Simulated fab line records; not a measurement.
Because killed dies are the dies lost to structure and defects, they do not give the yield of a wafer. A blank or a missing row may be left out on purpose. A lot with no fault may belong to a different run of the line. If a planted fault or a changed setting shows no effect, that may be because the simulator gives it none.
Split-lot trial ; flow n5 finfet ; route with 1938 steps; 7 lots, 21 wafers read

THE SPLIT ITSELF
At N5_PMOS_HMC_CHANNEL_EPI_PEB_07 (peb time 60 s), the setting peb time s was moved away from the recipe's 60 s on 6 of the 21 wafers read, by -10.2% to +22.4%. All remaining wafers had this setting at the recipe value.

FROM SPLIT TO READING: 1 step shown by the file between the two
- N5_PMOS_HMC_CHANNEL_EPI_DEVELOP_08: develop time 30 s

THE READING
At N5_PMOS_HMC_CHANNEL_EPI_CD_MEAS_09: cd nm in nanometres, against a target cd of 237.4 nm. Fault-free wafers of this fab line usually give 237.5 nm, standard deviation 0.83 nm.

wafer;tool, chamber at the split;peb time s as run, s;against the recipe;cd nm, nm;against lot-mates on the recipe
L078.4;litho track-02, 0;60;recipe;237.3;-
L078.5;litho track-02, 0;53.88;-10.2%;233.4;-3.9
L078.6;litho track-02, 0;53.88;-10.2%;232.9;-4.4
L082.1;litho track-02, 0;60;recipe;237.1;-
L082.3;litho track-02, 0;60;recipe;237.4;-
L082.4;litho track-02, 0;60;recipe;236.1;-
L083.1;litho track-01, 0;60;recipe;237.9;-
L083.4;litho track-01, 0;60;recipe;238.3;-
L083.5;litho track-01, 0;60;recipe;237.5;-
L086.2;litho track-01, 0;60;recipe;237.7;-
L086.5;litho track-01, 0;60;recipe;238.6;-
L086.6;litho track-01, 0;60;recipe;238.2;-
L091.4;litho track-02, 0;60;recipe;238.8;-
L091.5;litho track-02, 0;73.46;+22.4%;245.8;+7.8
L091.6;litho track-02, 0;60;recipe;237.3;-
L095.2;litho track-01, 0;60;recipe;236.9;-
L095.3;litho track-01, 0;60;recipe;236.8;-
L095.6;litho track-01, 0;63.69;+6.1%;238.8;+1.9
L097.1;litho track-05, 0;63.7;+6.2%;240.1;+2.4
L097.2;litho track-05, 0;60;recipe;237.7;-
L097.6;litho track-05, 0;63.7;+6.2%;240.1;+2.4

THE FIT
A straight line over all 21 wafers: cd nm changes by +0.382 nm for each +1% of peb time s; r = +0.96; the points scatter about the line by 0.69 nm.
The same after taking each lot's own level away (the mean of its wafers on the recipe; 21 wafers): +0.365 nm for each +1%; r = +0.98; scatter 0.43 nm.
According to that fit, moving peb time s by its largest amount changes the reading by 8.2 nm.
From 236.85 to 238.17 nm: that is the span of the lots' own levels, equal to 1.6 times the standard deviation above.
The two slopes are in agreement: the lot-to-lot level therefore moves the slope only a little.
Check: +8.75 nm against its lot-mates is what the line predicts for one of the wafers moved furthest among these (+22.4%) when that wafer is left out of the fit. Against them it came out at +7.75 nm.

ADDITIONAL SPLITS CARRIED BY THESE WAFERS
Note: prior to the reading, these wafers also went through further splits. Each is held against what the fit with the lots' levels taken away leaves over:
other split on the same wafers;wafers away from the commonest value;r with cd nm (lot level and that fit taken away)
N5_WELL_APT_EXPOSE_05 dose mj;6;+0.17
N5_WELL_APT_COAT_19 spin rpm;7;+0.13

THE WHOLE CHAIN: every reading that the file lists as answering this split, in the file's order
step;what it does;reading;change (the file's fit);r (the file's)
N5_PMOS_HMC_CHANNEL_EPI_CD_MEAS_09;target cd 237.4 nm;cd nm;+0.355 nm for each +1% of the setting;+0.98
N5_PMOS_HMC_CHANNEL_EPI_DESCUM_14;chemistry O2, time 7.9 s;PMOS_HMC_CHANNEL_EPI.cd nm (the simulator's own value, which no gauge read);+0.351 nm for each +1% of the setting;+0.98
N5_PMOS_HMC_CHANNEL_EPI_ETCH_32;etches BARC in N2/H2, stops on SiO2, target depth 85.8 nm, time 50.3 s;PMOS_HMC_CHANNEL_EPI.cd nm (the simulator's own value, which no gauge read);+0.369 nm for each +1% of the setting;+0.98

FILE'S OWN FIT
cd nm changes by +0.355 nm for each +1% of peb time s, r = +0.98.
